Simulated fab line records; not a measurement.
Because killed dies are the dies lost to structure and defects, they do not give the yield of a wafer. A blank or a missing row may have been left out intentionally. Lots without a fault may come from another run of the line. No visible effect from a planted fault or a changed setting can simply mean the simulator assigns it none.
Which of the tools did it? ; flow nandHarc ; 33 wafers from 11 lots sampled at 5 of the route's 1159 steps

## WHAT THE GAUGES READ, wafer by wafer
NHARC_P_M0_CD_MEAS_09: target cd 90 nm.
lot;measured;on;cdNm (nm)
L468;day 5 19:40;cdSem-01;91.1 89.9 90.3
L469;day 6 06:38;cdSem-02;91.0 90.0 90.4
L471;day 6 16:18;cdSem-02;89.8 90.0 90.1
L472;day 6 23:58;cdSem-01;90.0 90.1 90.2
L474;day 7 14:19;cdSem-02;90.7 86.5 86.2
L475;day 7 15:17;cdSem-01;90.1 90.0 90.3
L485;day 9 20:18;cdSem-02;91.1 90.4 90.5
L487;day 10 06:37;cdSem-02;90.2 90.3 90.0
L488;day 10 22:13;cdSem-03;89.3 90.2 89.8
L489;day 11 02:23;cdSem-02;90.4 90.4 90.0
L490;day 11 03:56;cdSem-02;90.0 90.6 90.0

NHARC_P_M0_CD_MEAS_16.
lot;measured;on;cdNm (nm)
L468;day 5 20:09;cdSem-02;91.3 91.0 90.3
L469;day 6 07:07;cdSem-03;91.0 89.2 89.0
L471;day 6 16:48;cdSem-02;89.8 89.9 90.7
L472;day 7 00:27;cdSem-01;90.4 90.3 90.0
L474;day 7 14:47;cdSem-01;91.1 86.6 87.0
L475;day 7 15:46;cdSem-02;90.7 90.0 89.6
L485;day 9 20:47;cdSem-03;90.8 90.0 90.8
L487;day 10 07:06;cdSem-01;89.5 89.8 89.6
L488;day 10 22:42;cdSem-01;89.9 90.9 90.0
L489;day 11 02:53;cdSem-01;90.6 90.4 90.4
L490;day 11 04:26;cdSem-02;89.3 90.5 89.7

## TOOL THAT RAN EACH LOT (tool first, then ch and the chambers of the sampled wafers, then the start)
lot;NHARC_P_GATE_STRIP_95;NHARC_P_CONTACT_ETCH_36;NHARC_P_M0_PEB_07
L468;plasmaAsher-02 ch 0,1, day 5 12:04;rieDiel-06 ch 1,3, day 5 19:35 or earlier;lithoTrack-06 ch 0, day 5 19:35
L469;plasmaAsher-02 ch 0,1, day 5 18:52;rieDiel-06 ch 0,1,3, day 6 06:33 or earlier;lithoTrack-06 ch 0, day 6 06:33
L471;plasmaAsher-02 ch 0,1, day 6 08:34;rieDiel-06 ch 0,1,3, day 6 16:13 or earlier;lithoTrack-06 ch 0, day 6 16:13
L472;plasmaAsher-02 ch 0,1, day 6 16:13;rieDiel-09 ch 0,3, day 6 23:52 or earlier;lithoTrack-06 ch 0, day 6 23:52
L474;plasmaAsher-02 ch 0,1, day 7 02:55;rieDiel-09 ch 2,3, day 7 14:14 or earlier;lithoTrack-06 ch 0, day 7 14:14
L475;plasmaAsher-02 ch 0,1, day 7 07:02;rieDiel-06 ch 1,2,3, day 7 15:12 or earlier;lithoTrack-04 ch 0, day 7 15:12
L485;plasmaAsher-02 ch 0,1, day 9 11:39;rieDiel-06 ch 0,2,3, day 9 20:13 or earlier;lithoTrack-01 ch 0, day 9 20:13
L487;plasmaAsher-01 ch 0,1, day 9 23:01;rieDiel-09 ch 1,2,3, day 10 06:32 or earlier;lithoTrack-04 ch 0, day 10 06:32
L488;plasmaAsher-01 ch 0,1, day 10 11:08;rieDiel-06 ch 0,1, day 10 22:08 or earlier;lithoTrack-04 ch 0, day 10 22:08
L489;plasmaAsher-02 ch 0,1, day 10 18:23;rieDiel-06 ch 0,1,2, day 11 02:19 or earlier;lithoTrack-04 ch 0, day 11 02:19
L490;plasmaAsher-01 ch 0,1, day 10 19:26;rieDiel-09 ch 0,1, day 11 03:52 or earlier;lithoTrack-01 ch 0, day 11 03:52
- NHARC_P_GATE_STRIP_95: strips in O2.
- NHARC_P_CONTACT_ETCH_36: etches the open film in N2/H2, target depth 260 nm, time 406.25 s.
- NHARC_P_M0_PEB_07: peb time 65 s.

## WHAT THE TOOLS THEMSELVES READ (means of the sampled wafers that have a number; where no wafer has one, the mark that the record gives instead)
NHARC_P_GATE_STRIP_95.
lot;tool;drypumpMotorCurrentA (A);heaterPowerW (W)
L468;plasmaAsher-02;5.37;302
L469;plasmaAsher-02;5.36;303
L471;plasmaAsher-02;5.38;299
L472;plasmaAsher-02;5.38;301
L474;plasmaAsher-02;5.29;321
L475;plasmaAsher-02;5.37;303
L485;plasmaAsher-02;5.31;323
L487;plasmaAsher-01;5.68;324
L488;plasmaAsher-01;5.85;306
L489;plasmaAsher-02;5.37;313
L490;plasmaAsher-01;5.69;330

NHARC_P_CONTACT_ETCH_36.
lot;tool;drypumpMotorCurrentA (A);oesProductAu (a.u.);rfVppV (V);showerheadPlenumPTorr (Torr);throttleValvePct (%)
L468;rieDiel-06;5.9;1.003;429.7;2.00;14.165
L469;rieDiel-06;5.8;1.002;430.0;2.04;14.168
L471;rieDiel-06;5.8;1.013;430.8;2.04;14.166
L472;rieDiel-09;5.4;1.013;431.3;2.05;14.169
L474;rieDiel-09;5.7;1.008;431.7;2.10;14.169
L475;rieDiel-06;6.1;1.005;430.1;2.03;14.171
L485;rieDiel-06;6.0;1.006;432.8;2.07;14.173
L487;rieDiel-09;5.6;1.009;430.4;2.04;14.170
L488;rieDiel-06;5.5;1.005;432.0;2.09;14.179
L489;rieDiel-06;5.7;1.013;432.8;2.12;14.163
L490;rieDiel-09;5.5;1.005;431.5;2.08;14.170

NHARC_P_M0_PEB_07.
lot;tool;heaterPowerTotalW (W)
L468;lithoTrack-06;156.2
L469;lithoTrack-06;156.4
L471;lithoTrack-06;156.9
L472;lithoTrack-06;156.6
L474;lithoTrack-06;162.7
L475;lithoTrack-04;156.4
L485;lithoTrack-01;156.9
L487;lithoTrack-04;156.4
L488;lithoTrack-04;156.6
L489;lithoTrack-04;156.5
L490;lithoTrack-01;156.8

## THE ANSWER, worked out from the rows above alone
Rule: usual is defined by the lots themselves. The widest of any qualifying gaps counts: lots, ordered by their means at a reading, are off when they make up no more than a third of the lots, leave a main group of 4 or more, and stand apart from it by 3 or more times the standard deviation of that group's means. A main group is skipped when, at the precision printed for the reading in the tables above, its means are all equal. A lot without any number at a reading at which 4 lots or more have one is off too. The other lots that the step has rows for count as sound. Order of review: gauges by route order, followed by the tools' own readings, for which a lot's mean as printed above is used. The first step at which some lot is off is used, and at that step the reading that is off furthest; a lot without a number counts as furthest.
Off, at NHARC_P_M0_CD_MEAS_09 on cdNm: L474. The main group has a mean of 90.2 nm with a standard deviation of 0.25.
A tool fits if, at a process step before that reading, it ran every lot that is off, and no sound lot after the first of them. Not tried: the gauges at NHARC_P_M0_CD_MEAS_09; whatever is off there is also off at NHARC_P_M0_CD_MEAS_16, on other tools, and gauge error can't account for it. NHARC_P_CONTACT_ETCH_36 gives no start for some lots, so the hours and the order of its lots are those of NHARC_P_M0_PEB_07. One fits: NHARC_P_M0_PEB_07 on lithoTrack-06. A fault onset in the window from L472 (day 6 23:52, its last sound lot) to L474 (day 7 14:14, its first lot off) fits.
The tool's own readings at NHARC_P_M0_PEB_07 bear it out: on the lots that are off they differ by more than 5 times the standard deviation of the sound lots' means. heaterPowerTotalW reads 162.7 W there against 156.6 W on the sound lots.

## WHAT HAD BEEN PUT IN BY THE SIMULATOR
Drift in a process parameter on lithoTrack-06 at NHARC_P_M0_PEB_07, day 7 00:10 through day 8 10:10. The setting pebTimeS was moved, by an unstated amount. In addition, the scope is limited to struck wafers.
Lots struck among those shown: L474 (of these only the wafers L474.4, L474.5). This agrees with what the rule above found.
